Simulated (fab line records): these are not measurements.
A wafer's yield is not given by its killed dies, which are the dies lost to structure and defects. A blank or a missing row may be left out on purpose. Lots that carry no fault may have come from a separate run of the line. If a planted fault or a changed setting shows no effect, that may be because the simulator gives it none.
fab line records + flow nand_harc
[record]
- lots = 13
- wafers = 39
- last_day = 34
route steps=1302 shown A_M0@1159 A_BONDPAD@1232 THIN_TSV@1245 END@1302
lots that met no fault: from a run of the same line without faults
start_h: hours from the record's opening day to when the first of the lot's shown wafers began + wait_h: hours from the lot's prior step to this one + " identical to the entry in the row above + L1.1+2: a row that stands for several wafers + - no value, or no start given + * or withheld: withheld + < > ~ a bound
route shown NAME@n: a module of which the file shows steps, and the number in the route of the first + usual: mean/standard deviation taken from wafers without a fault + same: alike in all rows + chamber/n: place in a boat + sites: per-site readings + _std_site: how widely they spread, as a standard deviation + _edge_site: the outer-site mean with the inner-site mean subtracted + radius_mm: for every site, how far away it sits from the centre of the wafer + mask NAME#n: copy n + behind: the most recent tool/chamber to have shaped the wafer + hold: the reason the lot was held/the length of the hold in hours/how it ended + device: the n, p or np transistor that did not switch + end of line: tests of these same wafers at the route's end + step lacking rows: just its recipe + killed: not the wafer's yield, but the dies lost to structure and defects at the first sort + map: per-die view of a wafer (x killed, . not killed, _ where there is no die)
set.NAME: setting as actually run; set.NAME@STEP: the setting as run at that earlier step + model.NAME: the simulator's own value behind a step, which no gauge read
the route's steps for a sample of lots (tables are steps, rows are wafers)
services: a tool's chamber out of use, with start hour (start_h, from the record's first day; less than 0 if before it), hours out, and reason
[[steps]]
[step NHARC_A_M0_PVD_21]
[recipe]
- target_thk_a = 300
- chamber_pressure_pa = 5
- power_w = 5000
- substrate_temp_c = 30
- time_s = 20.49
- material = Cu
[usual]
- throttle_valve_pct = 29.3/1
| lot.wafer | tool           | chamber | start_h | wait_h | throttle_valve_pct |
|-----------|----------------|---------|---------|--------|--------------------|
| L396.3    | pvd_sputter-02 | -       | 537.51  | -      | 31.0               |
| L396.2    | "              | -       | "       | "      | 29.8               |
| L396.5    | "              | -       | "       | "      | 31.1               |
| L397.1    | pvd_sputter-01 | -       | 539.56  | -      | 29.8               |
| L397.2    | "              | -       | "       | "      | 29.6               |
| L397.5    | "              | -       | "       | "      | 29.8               |
| L395.3    | pvd_sputter-02 | -       | 541.73  | -      | 31.3               |
| L395.4    | "              | -       | "       | "      | 29.6               |
| L395.5    | "              | -       | "       | "      | 29.5               |
| L404.4    | pvd_sputter-03 | -       | 617.78  | -      | 28.4               |
| L404.1    | "              | -       | "       | "      | 28.8               |
| L404.3    | "              | -       | "       | "      | 28.1               |
| L406.3    | pvd_sputter-01 | -       | 632.30  | -      | 28.8               |
| L406.4    | "              | -       | "       | "      | 31.1               |
| L406.5    | "              | -       | "       | "      | 28.7               |
| L407.1    | pvd_sputter-01 | -       | 637.12  | -      | 28.7               |
| L407.5    | "              | -       | "       | "      | 31.1               |
| L407.6    | "              | -       | "       | "      | 29.7               |
| L410.2    | pvd_sputter-03 | -       | 661.18  | -      | 28.1               |
| L410.3    | "              | -       | "       | "      | 28.3               |
| L410.6    | "              | -       | "       | "      | 28.1               |
| L408.1    | pvd_sputter-03 | -       | 664.90  | -      | 27.7               |
| L408.4    | "              | -       | "       | "      | 28.8               |
| L408.6    | "              | -       | "       | "      | 28.9               |
| L411.1    | pvd_sputter-03 | -       | 688.00  | -      | 28.1               |
| L411.3    | "              | -       | "       | "      | 28.2               |
| L411.6    | "              | -       | "       | "      | 29.0               |
| L413.4    | pvd_sputter-03 | -       | 689.74  | -      | 28.2               |
| L413.3    | "              | -       | "       | "      | 28.7               |
| L413.6    | "              | -       | "       | "      | 28.0               |
| L418.2    | pvd_sputter-03 | -       | 742.48  | -      | 28.2               |
| L418.1    | "              | -       | "       | "      | 28.3               |
| L418.5    | "              | -       | "       | "      | 29.2               |
| L417.1    | pvd_sputter-02 | -       | 763.29  | -      | 29.9               |
| L417.3    | "              | -       | "       | "      | 32.3               |
| L417.6    | "              | -       | "       | "      | 29.8               |
| L416.3    | pvd_sputter-03 | -       | 767.46  | -      | 28.3               |
| L416.4    | "              | -       | "       | "      | 28.2               |
| L416.6    | "              | -       | "       | "      | 28.9               |
[step NHARC_A_BONDPAD_THK_MEAS_20]
[recipe]
- thk_meas_gauge = xrf
[usual]
- thk_nm = 169.5/1.3
| lot.wafer | tool          | chamber | start_h | wait_h | thk_nm |
|-----------|---------------|---------|---------|--------|--------|
| L396.2    | film_metro-01 | -       | 547.43  | -      | 169.9  |
| L396.3    | "             | -       | "       | "      | 168.9  |
| L396.5    | "             | -       | "       | "      | 169.5  |
| L397.1    | film_metro-01 | -       | 549.34  | -      | 167.4  |
| L397.2    | "             | -       | "       | "      | 167.5  |
| L397.5    | "             | -       | "       | "      | 169.6  |
| L395.3    | film_metro-02 | -       | 551.96  | -      | 170.5  |
| L395.4    | "             | -       | "       | "      | 169.4  |
| L395.5    | "             | -       | "       | "      | 170.5  |
| L404.1    | film_metro-01 | -       | 627.79  | -      | 168.1  |
| L404.3    | "             | -       | "       | "      | 170.2  |
| L404.4    | "             | -       | "       | "      | 169.4  |
| L406.3    | film_metro-01 | -       | 642.13  | -      | 167.9  |
| L406.4    | "             | -       | "       | "      | 170.0  |
| L406.5    | "             | -       | "       | "      | 171.5  |
| L407.1    | film_metro-02 | -       | 647.18  | -      | 171.4  |
| L407.5    | "             | -       | "       | "      | 169.6  |
| L407.6    | "             | -       | "       | "      | 171.6  |
| L410.2    | film_metro-01 | -       | 671.12  | -      | 171.1  |
| L410.3    | "             | -       | "       | "      | 169.0  |
| L410.6    | "             | -       | "       | "      | 168.9  |
| L408.1    | film_metro-02 | -       | 674.89  | -      | 167.8  |
| L408.4    | "             | -       | "       | "      | 169.5  |
| L408.6    | "             | -       | "       | "      | 167.0  |
| L411.1    | film_metro-01 | -       | 698.11  | -      | 171.7  |
| L411.3    | "             | -       | "       | "      | 169.4  |
| L411.6    | "             | -       | "       | "      | 169.3  |
| L413.3    | film_metro-01 | -       | 699.60  | -      | 169.9  |
| L413.4    | "             | -       | "       | "      | 169.1  |
| L413.6    | "             | -       | "       | "      | 170.2  |
| L418.1    | film_metro-02 | -       | 764.47  | -      | 170.8  |
| L418.2    | "             | -       | "       | "      | 169.0  |
| L418.5    | "             | -       | "       | "      | 169.4  |
| L417.1    | film_metro-01 | -       | 773.28  | -      | 168.0  |
| L417.3    | "             | -       | "       | "      | 169.0  |
| L417.6    | "             | -       | "       | "      | 168.1  |
| L416.3    | film_metro-02 | -       | 777.69  | -      | 170.2  |
| L416.4    | "             | -       | "       | "      | 170.0  |
| L416.6    | "             | -       | "       | "      | 170.7  |
[step NHARC_THIN_TSV_CMP_01]
[recipe]
- target_thk_um = 3
[usual]
- motor_current_A = 11.8/0.89
| lot.wafer | tool   | chamber | start_h | wait_h | motor_current_A |
|-----------|--------|---------|---------|--------|-----------------|
| L397.2    | cmp-04 | 0       | 558.95  | 0.9    | 12.5            |
| L397.1    | "      | 1       | "       | "      | 11.5            |
| L397.5    | "      | 3       | "       | "      | 12.6            |
| L396.3    | cmp-01 | 3       | 560.16  | 0.7    | 10.3            |
| L396.2    | "      | 0       | "       | "      | 14.0            |
| L396.5    | "      | 2       | "       | "      | 11.9            |
| L395.4    | cmp-01 | 1       | 563.18  | 0.4    | 12.4            |
| L395.3    | "      | 0       | "       | "      | 13.1            |
| L395.5    | "      | 1       | "       | "      | 12.4            |
| L404.4    | cmp-02 | 2       | 639.54  | 0.4    | 10.8            |
| L404.1    | "      | 3       | "       | "      | 12.6            |
| L404.3    | "      | 1       | "       | "      | 12.6            |
| L406.4    | cmp-04 | 3       | 653.39  | 0.4    | 12.2            |
| L406.3    | "      | 1       | "       | "      | 11.4            |
| L406.5    | "      | 3       | "       | "      | 11.7            |
| L407.1    | cmp-01 | 1       | 658.39  | 1.0    | 12.5            |
| L407.5    | "      | 1       | "       | "      | 12.7            |
| L407.6    | "      | 2       | "       | "      | 11.4            |
| L410.2    | cmp-04 | 0       | 684.20  | 0.8    | 12.6            |
| L410.3    | "      | 1       | "       | "      | 10.7            |
| L410.6    | "      | 0       | "       | "      | 12.5            |
| L408.1    | cmp-02 | 0       | 685.40  | 1.0    | 11.5            |
| L408.4    | "      | 2       | "       | "      | 10.8            |
| L408.6    | "      | 1       | "       | "      | 12.8            |
| L411.1    | cmp-04 | 2       | 712.00  | 1.0    | 11.3            |
| L411.3    | "      | 1       | "       | "      | 11.1            |
| L411.6    | "      | 3       | "       | "      | 12.1            |
| L413.3    | cmp-01 | 2       | 713.23  | 0.7    | 11.4            |
| L413.4    | "      | 3       | "       | "      | 10.1            |
| L413.6    | "      | 1       | "       | "      | 11.8            |
| L418.2    | cmp-04 | 0       | 775.67  | 0.8    | 11.7            |
| L418.1    | "      | 3       | "       | "      | 11.7            |
| L418.5    | "      | 1       | "       | "      | 11.0            |
| L416.3    | cmp-01 | 3       | 786.66  | 0.6    | 10.5            |
| L416.4    | "      | 2       | "       | "      | 12.3            |
| L416.6    | "      | 3       | "       | "      | 10.4            |
| L417.3    | cmp-04 | 3       | 789.23  | 0.7    | 12.4            |
| L417.1    | "      | 1       | "       | "      | 11.0            |
| L417.6    | "      | 3       | "       | "      | 11.8            |
[step NHARC_END_SORT_01]
[recipe]
- temp_c = 25
[usual]
- defect_limited_yield = 93.3/1.5
- killed_at_array = 41/10
- killed_at_other = 0.8/0.91
- killed_at_periphery = 4.2/2.9
- killed_dies = 46/10
- killed_open = 3.5/2.1
- killed_short = 2.5/1.6
- sort_bin_2_pct = 2.4/0.71
- sort_bin_3_pct = 0.6/0.33
- sort_bin_4_pct = 3.8/0.93
- sort_n_pass = 631/10
- sort_rim_yield_pct = 86/4.5
- sort_yield_pct = 93.3/1.5
[same]
- gross_dies = 677
- sort_bin_5_pct[%] = 0
- sort_bin_6_pct[%] = 0
- sort_bin_7_pct[%] = 0
- sort_bin_8_pct[%] = 0
- sort_rim_n_gross = 106.00
| lot.wafer | tool      | chamber | start_h | wait_h | defect_limited_yield[%] | killed_at_array | killed_at_other | killed_at_periphery | killed_dies | killed_open | killed_short | sort_bin_2_pct[%] | sort_bin_3_pct[%] | sort_bin_4_pct[%] | sort_n_pass | sort_rim_yield_pct[%] | sort_yield_pct[%] |
|-----------|-----------|---------|---------|--------|-------------------------|-----------------|-----------------|---------------------|-------------|-------------|--------------|-------------------|-------------------|-------------------|-------------|-----------------------|-------------------|
| L404.1    | prober-02 | 0       | 656.84  | 2.5    | 90.5                    | 58              | 0               | 6                   | 64          | 2           | 3            | 3.2               | 0.9               | 5.3               | 613         | 80                    | 90.5              |
| L404.3    | prober-02 | 0       | 658.43  | 3.1    | 90.7                    | 53              | 2               | 8                   | 63          | 9           | 0            | 2.5               | 1.2               | 5.6               | 614         | 77                    | 90.7              |
| L404.4    | prober-02 | 0       | 659.23  | 3.4    | 90.5                    | 58              | 0               | 6                   | 64          | 3           | 4            | 3.8               | 1.3               | 4.3               | 613         | 78                    | 90.5              |
| L407.1    | prober-02 | 0       | 672.86  | 2.5    | 94.7                    | 32              | 3               | 1                   | 36          | 0           | 2            | 1.5               | 0.6               | 3.2               | 641         | 87                    | 94.7              |
| L407.5    | prober-02 | 0       | 676.03  | 3.7    | 85.1                    | 96              | 2               | 3                   | 101         | 2           | 3            | 6.9               | 2.5               | 5.5               | 576         | 71                    | 85.1              |
| L407.6    | prober-02 | 0       | 676.82  | 4.0    | 94.1                    | 38              | 0               | 2                   | 40          | 4           | 0            | 1.6               | 1.0               | 3.2               | 637         | 84                    | 94.1              |
| L406.3    | prober-01 | 0       | 674.39  | 3.1    | 93.9                    | 33              | 2               | 6                   | 41          | 1           | 2            | 2.1               | 0.6               | 3.4               | 636         | 88                    | 93.9              |
| L406.4    | prober-01 | 0       | 675.19  | 3.4    | 86.1                    | 90              | 1               | 3                   | 94          | 2           | 0            | 6.1               | 2.5               | 5.3               | 583         | 75                    | 86.1              |
| L406.5    | prober-01 | 0       | 675.98  | 3.7    | 94.7                    | 32              | 2               | 2                   | 36          | 3           | 0            | 2.5               | 0.4               | 2.4               | 641         | 84                    | 94.7              |
| L410.2    | prober-02 | 0       | 701.31  | 2.8    | 94.1                    | 38              | 0               | 2                   | 40          | 6           | 1            | 2.1               | 0.1               | 3.7               | 637         | 87                    | 94.1              |
| L410.3    | prober-02 | 0       | 702.12  | 3.1    | 93.5                    | 44              | 0               | 0                   | 44          | 6           | 3            | 2.2               | 0.3               | 4.0               | 633         | 92                    | 93.5              |
| L410.6    | prober-02 | 0       | 704.56  | 4.1    | 94.5                    | 34              | 1               | 2                   | 37          | 4           | 3            | 2.5               | 0.3               | 2.7               | 640         | 91                    | 94.5              |
| L413.3    | prober-01 | 0       | 729.96  | 3.1    | 91.0                    | 52              | 1               | 8                   | 61          | 5           | 3            | 2.8               | 0.6               | 5.6               | 616         | 81                    | 91.0              |
| L413.4    | prober-01 | 0       | 730.76  | 3.4    | 90.8                    | 55              | 1               | 6                   | 62          | 1           | 5            | 3.4               | 0.9               | 4.9               | 615         | 76                    | 90.8              |
| L413.6    | prober-01 | 0       | 732.36  | 4.0    | 92.8                    | 47              | 0               | 2                   | 49          | 4           | 1            | 2.8               | 0.7               | 3.7               | 628         | 80                    | 92.8              |
| L418.1    | prober-02 | 0       | 792.30  | 2.5    | 93.6                    | 41              | 0               | 2                   | 43          | 2           | 0            | 2.1               | 0.4               | 3.8               | 634         | 82                    | 93.6              |
| L418.2    | prober-02 | 0       | 793.09  | 2.8    | 93.4                    | 41              | 0               | 4                   | 45          | 2           | 2            | 2.8               | 0.6               | 3.2               | 632         | 85                    | 93.4              |
| L418.5    | prober-02 | 0       | 795.45  | 3.6    | 94.2                    | 33              | 1               | 5                   | 39          | 8           | 1            | 1.5               | 0.4               | 3.8               | 638         | 87                    | 94.2              |
| L417.1    | prober-02 | 0       | 803.08  | 2.5    | 92.9                    | 41              | 0               | 7                   | 48          | 2           | 4            | 2.4               | 1.3               | 3.4               | 629         | 88                    | 92.9              |
| L417.3    | prober-02 | 0       | 804.68  | 3.1    | 92.0                    | 49              | 1               | 4                   | 54          | 2           | 4            | 3.0               | 0.7               | 4.3               | 623         | 89                    | 92.0              |
| L417.6    | prober-02 | 0       | 807.08  | 4.0    | 90.5                    | 56              | 2               | 6                   | 64          | 3           | 6            | 4.0               | 1.0               | 4.4               | 613         | 83                    | 90.5              |
// killed by level:class
L404.1 A_SLIT:chamber_film_flake=19 A_CHANNEL_HOLE_D1:chamber_film_flake=15 A_CHANNEL_HOLE_D2:chamber_film_flake=8 A_CONTACT:chamber_film_flake=6 P_STI:chamber_film_flake=3 A_DECK1_JOINT:chamber_film_flake=2 A_WL_FILL:chamber_film_flake=2 A_BLC:chamber_film_flake=2
L404.3 A_SLIT:chamber_film_flake=16 A_CHANNEL_HOLE_D1:chamber_film_flake=13 A_CONTACT:chamber_film_flake=7 A_CHANNEL_HOLE_D2:chamber_film_flake=6 P_STI:chamber_film_flake=3 P_M0:geometric_particle:open=2 A_ONON_D2:geometric_particle:open=2 A_CHANNEL_FILL_D1:chamber_film_flake=2
L404.4 A_CHANNEL_HOLE_D1:chamber_film_flake=22 A_SLIT:chamber_film_flake=15 A_CHANNEL_HOLE_D2:chamber_film_flake=11 P_STI:chamber_film_flake=3 P_ZERO_WELL:chamber_film_flake=2 A_CONTACT:chamber_film_flake=2 P_CONTACT:geometric_particle:open=1 A_ONON_D1:geometric_particle:short=1
L407.1 A_CHANNEL_HOLE_D1:chamber_film_flake=19 A_CHANNEL_HOLE_D2:chamber_film_flake=8 THIN_TSV:chamber_film_flake=3 A_CHANNEL_FILL_D1:geometric_particle:short=1 A_ONON_D2:geometric_particle:short=1 P_BONDPAD:chamber_film_flake=1 A_CHANNEL_HOLE_D1:unspecified=1 A_WL_FILL:chamber_film_flake=1
L406.3 A_SLIT:chamber_film_flake=13 A_CHANNEL_HOLE_D2:chamber_film_flake=8 A_CHANNEL_HOLE_D1:chamber_film_flake=4 P_BONDPAD:chamber_film_flake=3 A_CONTACT:chamber_film_flake=3 P_STI:chamber_film_flake=2 A_CHANNEL_FILL_D1:chamber_film_flake=2 THIN_TSV:chamber_film_flake=2
L406.4 A_M0:unspecified=54 A_SLIT:chamber_film_flake=14 A_CHANNEL_HOLE_D2:chamber_film_flake=10 A_CHANNEL_FILL_D1:chamber_film_flake=3 A_WL_FILL:chamber_film_flake=3 P_BONDPAD:chamber_film_flake=2 A_CHANNEL_HOLE_D1:chamber_film_flake=2 P_CONTACT:geometric_particle:open=1
L406.5 A_SLIT:chamber_film_flake=13 A_CHANNEL_HOLE_D2:chamber_film_flake=9 A_CHANNEL_HOLE_D1:chamber_film_flake=2 A_CHANNEL_FILL_D1:chamber_film_flake=2 A_WL_FILL:chamber_film_flake=2 THIN_TSV:chamber_film_flake=2 P_M0:geometric_particle:open=1 P_M1:geometric_particle:open=1
L407.5 A_M0:unspecified=59 A_CHANNEL_HOLE_D1:chamber_film_flake=17 A_CHANNEL_HOLE_D2:chamber_film_flake=11 A_WL_FILL:geometric_particle:short=2 P_ZERO_WELL:chamber_film_flake=2 A_WL_FILL:chamber_film_flake=2 THIN_TSV:chamber_film_flake=2 A_ONON_D1:geometric_particle:open=1
L407.6 A_CHANNEL_HOLE_D1:chamber_film_flake=21 A_CHANNEL_HOLE_D2:chamber_film_flake=9 A_CHANNEL_HOLE_D1:unspecified=2 A_WL_FILL:chamber_film_flake=2 P_GATE:geometric_particle:open=1 A_SGD_CUT:geometric_particle:open=1 A_M0:geometric_particle:open=1 A_M1:geometric_particle:open=1
L410.2 A_CHANNEL_HOLE_D2:chamber_film_flake=14 A_CONTACT:chamber_film_flake=6 A_DECK1_JOINT:chamber_film_flake=4 A_CHANNEL_FILL_D2:chamber_film_flake=2 A_STAIRCASE:chamber_film_flake=2 A_SLIT:chamber_film_flake=2 P_GATE:geometric_particle:open=1 A_SOURCE_PLATE:geometric_particle:short=1
L410.3 A_CHANNEL_HOLE_D2:chamber_film_flake=12 A_CONTACT:chamber_film_flake=7 A_SLIT:chamber_film_flake=6 A_DECK1_JOINT:chamber_film_flake=3 A_SOURCE_PLATE:geometric_particle:open=2 A_M0:geometric_particle:short=2 A_CHANNEL_HOLE_D1:chamber_film_flake=2 A_STAIRCASE:chamber_film_flake=2
L410.6 A_CONTACT:chamber_film_flake=9 A_CHANNEL_HOLE_D2:chamber_film_flake=8 A_CHANNEL_HOLE_D1:chamber_film_flake=3 A_STAIRCASE:chamber_film_flake=3 A_CHANNEL_FILL_D2:geometric_particle:open=2 A_CHANNEL_FILL_D1:chamber_film_flake=2 A_DECK1_JOINT:chamber_film_flake=2 A_ONON_D1:geometric_particle:open=1
L413.3 A_CHANNEL_HOLE_D1:chamber_film_flake=19 A_SLIT:chamber_film_flake=12 A_STAIRCASE:chamber_film_flake=7 A_CHANNEL_HOLE_D2:chamber_film_flake=5 A_CONTACT:chamber_film_flake=4 P_ZERO_WELL:chamber_film_flake=3 P_GATE:geometric_particle:open=2 P_M0:geometric_particle:open=2
L413.4 A_CHANNEL_HOLE_D1:chamber_film_flake=19 A_SLIT:chamber_film_flake=14 A_CHANNEL_HOLE_D2:chamber_film_flake=8 A_CONTACT:chamber_film_flake=5 A_STAIRCASE:chamber_film_flake=4 P_ZERO_WELL:chamber_film_flake=2 P_CONTACT:geometric_particle:short=1 P_BONDPAD:geometric_particle:short=1
L413.6 A_CHANNEL_HOLE_D1:chamber_film_flake=23 A_SLIT:chamber_film_flake=15 A_CHANNEL_HOLE_D2:chamber_film_flake=2 P_CONTACT:geometric_particle:open=1 A_DECK1_JOINT:geometric_particle:open=1 A_ONON_D2:geometric_particle:open=1 A_WL_FILL:geometric_particle:open=1 A_WL_FILL:geometric_particle:short=1
L418.1 A_SLIT:chamber_film_flake=15 A_CHANNEL_HOLE_D2:chamber_film_flake=12 A_CONTACT:chamber_film_flake=5 A_STAIRCASE:chamber_film_flake=4 A_WL_FILL:chamber_film_flake=3 P_CONTACT:geometric_particle:open=1 P_M0:geometric_particle:open=1 A_CHANNEL_HOLE_D1:chamber_film_flake=1
L418.2 A_CHANNEL_HOLE_D2:chamber_film_flake=15 A_SLIT:chamber_film_flake=14 A_CONTACT:chamber_film_flake=5 P_CONTACT:chamber_film_flake=2 A_STAIRCASE:chamber_film_flake=2 A_WL_FILL:chamber_film_flake=2 P_CONTACT:geometric_particle:short=1 A_CHANNEL_HOLE_D1:geometric_particle:open=1
L418.5 A_SLIT:chamber_film_flake=11 A_CHANNEL_HOLE_D2:chamber_film_flake=6 A_CONTACT:chamber_film_flake=6 A_STAIRCASE:chamber_film_flake=4 P_GATE:geometric_particle:open=2 A_SGD_CUT:geometric_particle:open=2 P_GATE:chamber_film_flake=1 P_M0:geometric_particle:open=1
L417.1 A_SLIT:chamber_film_flake=12 A_CONTACT:chamber_film_flake=9 A_CHANNEL_HOLE_D2:chamber_film_flake=8 A_SGD_CUT:chamber_film_flake=4 P_STI:chamber_film_flake=2 P_CONTACT:chamber_film_flake=2 P_BONDPAD:chamber_film_flake=2 A_STAIRCASE:chamber_film_flake=2
L417.3 A_CONTACT:chamber_film_flake=15 A_SLIT:chamber_film_flake=12 A_CHANNEL_HOLE_D2:chamber_film_flake=9 P_BONDPAD:chamber_film_flake=3 A_SGD_CUT:chamber_film_flake=3 A_CHANNEL_FILL_D2:geometric_particle:short=2 A_CHANNEL_FILL_D1:geometric_particle:open=1 A_CHANNEL_FILL_D1:geometric_particle:short=1
L417.6 A_CONTACT:chamber_film_flake=18 A_CHANNEL_HOLE_D2:chamber_film_flake=16 A_SLIT:chamber_film_flake=12 THIN_TSV:chamber_film_flake=2 P_CONTACT:geometric_particle:short=2 A_DECK1_JOINT:geometric_particle:short=2 A_CHANNEL_FILL_D2:chamber_film_flake=1 P_M0:geometric_particle:open=1
[[services]]
| tool           | chamber | start_h | hours | kind   |
|----------------|---------|---------|-------|--------|
| pvd_sputter-03 | -       | 526.00  | 10.0  | pm     |
| cmp-04         | -       | 540.65  | 1.2   | repair |
| pvd_sputter-03 | -       | 561.61  | 0.8   | repair |
| cmp-01         | -       | 577.60  | 4.0   | pm     |
| cmp-04         | -       | 580.37  | 0.8   | repair |
| pvd_sputter-01 | -       | 582.05  | 10.0  | pm     |
| cmp-04         | -       | 599.10  | 0.6   | repair |
| cmp-04         | -       | 601.00  | 4.0   | pm     |
| pvd_sputter-03 | -       | 613.25  | 3.9   | repair |
| pvd_sputter-01 | -       | 613.37  | 1.2   | repair |
| pvd_sputter-02 | -       | 638.04  | 10.0  | pm     |
| pvd_sputter-03 | -       | 646.89  | 3.6   | repair |
| cmp-04         | -       | 663.16  | 0.9   | repair |
| cmp-04         | -       | 671.26  | 0.9   | repair |
| cmp-01         | -       | 675.60  | 4.0   | pm     |
| cmp-04         | -       | 676.05  | 3.4   | repair |
| pvd_sputter-03 | -       | 676.24  | 2.2   | repair |
| cmp-01         | -       | 686.57  | 12.3  | repair |
| cmp-04         | -       | 699.00  | 4.0   | pm     |
| pvd_sputter-03 | -       | 704.06  | 10.0  | pm     |
| pvd_sputter-01 | -       | 736.70  | 0.9   | repair |
| cmp-04         | -       | 741.79  | 0.7   | repair |
| pvd_sputter-01 | -       | 760.05  | 10.0  | pm     |
| cmp-01         | -       | 773.60  | 4.0   | pm     |
[[key]]
[first_sign]
- step = NHARC_END_SORT_01
- reading = defect_limited_yield
- direction = down
- sigmas = 5.2
- usual = 93.3
- struck = 85.6
[effect]
- step = NHARC_END_SORT_01
- reading = killed_dies
- direction = up
- sigmas = 5.2
- usual = 46
- struck = 98
[more_kills_born_at]
- NHARC_A_M0_PVD_21@pvd_sputter-01 = 113
met_at NHARC_A_M0_PVD_21
struck_lots L406,L407
struck_wafers L406.4,L407.5
not_acting_at NHARC_A_BONDPAD_THK_MEAS_20,NHARC_THIN_TSV_CMP_01
[fault]
- kind = chamber_particle_source
- tool = pvd_sputter-01
- chamber = -
- onset_h = 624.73
- steps = NHARC_A_M0_PVD_21
- rate_per_visit_cm2 = 0.47764
- end_h = 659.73
- scope = struck_wafers_only
